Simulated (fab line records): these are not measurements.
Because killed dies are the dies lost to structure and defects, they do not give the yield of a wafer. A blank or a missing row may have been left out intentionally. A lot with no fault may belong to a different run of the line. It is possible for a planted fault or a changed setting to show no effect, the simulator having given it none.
Chamber matching + flow n5Finfet + 3 sister chambers for N5_BEOL_M2_CO_CAP_55 on cvdCo-02
The step material Co, precursor CCTBA/H2, target thk 2 nm, time 102.1 s. 6 wafers are shown with their chamber, then 10 later ones without.

## WAFERS PAIRED WITH THEIR CHAMBERS
| wafer  | chamber | heaterPowerW (W) |
|--------|---------|------------------|
| L082.5 | 0       | 283              |
| L086.2 | 0       | 287              |
| L086.4 | 2       | 241              |
| L086.6 | 1       | 240              |
| L088.1 | 2       | 244              |
| L088.2 | 1       | 249              |

## WAFERS MISSING THEIR CHAMBER
| wafer  | heaterPowerW (W) |
|--------|------------------|
| L088.4 | 246              |
| L093.1 | 244              |
| L093.2 | 245              |
| L093.5 | 290              |
| L094.2 | 248              |
| L094.3 | 294              |
| L094.5 | 290              |
| L091.2 | 240              |
| L091.4 | 285              |
| L091.6 | 247              |

## EACH ONE'S CHAMBER
| wafer  | from the rows above     | in truth |
|--------|-------------------------|----------|
| L088.4 | can't be placed: 1 or 2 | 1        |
| L093.1 | can't be placed: 1 or 2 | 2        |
| L093.2 | can't be placed: 1 or 2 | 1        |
| L093.5 | 0                       | 0        |
| L094.2 | can't be placed: 1 or 2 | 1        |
| L094.3 | 0                       | 0        |
| L094.5 | 0                       | 0        |
| L091.2 | can't be placed: 2 or 1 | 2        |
| L091.4 | 0                       | 0        |
| L091.6 | can't be placed: 1 or 2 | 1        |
4 of 10 placed correctly. Cannot be placed on the basis of these rows: 6; the candidates contain the true chamber in 6. Placed wrongly: 0.
How it was worked out, from the rows above alone: a wafer's distance from a chamber is the root of the sum, over the readings, of the square of ((its reading less the chamber's mean) divided by the reading's scatter). The wafer belongs to the nearest chamber; if the next one is less than 2 further off, it can't be placed. The mean given for a chamber averages the wafers shown for that chamber. The scatter is the square root of a quotient: the sum, over the shown wafers, of each reading's squared deviation from its chamber's mean, divided by wafers minus chambers.
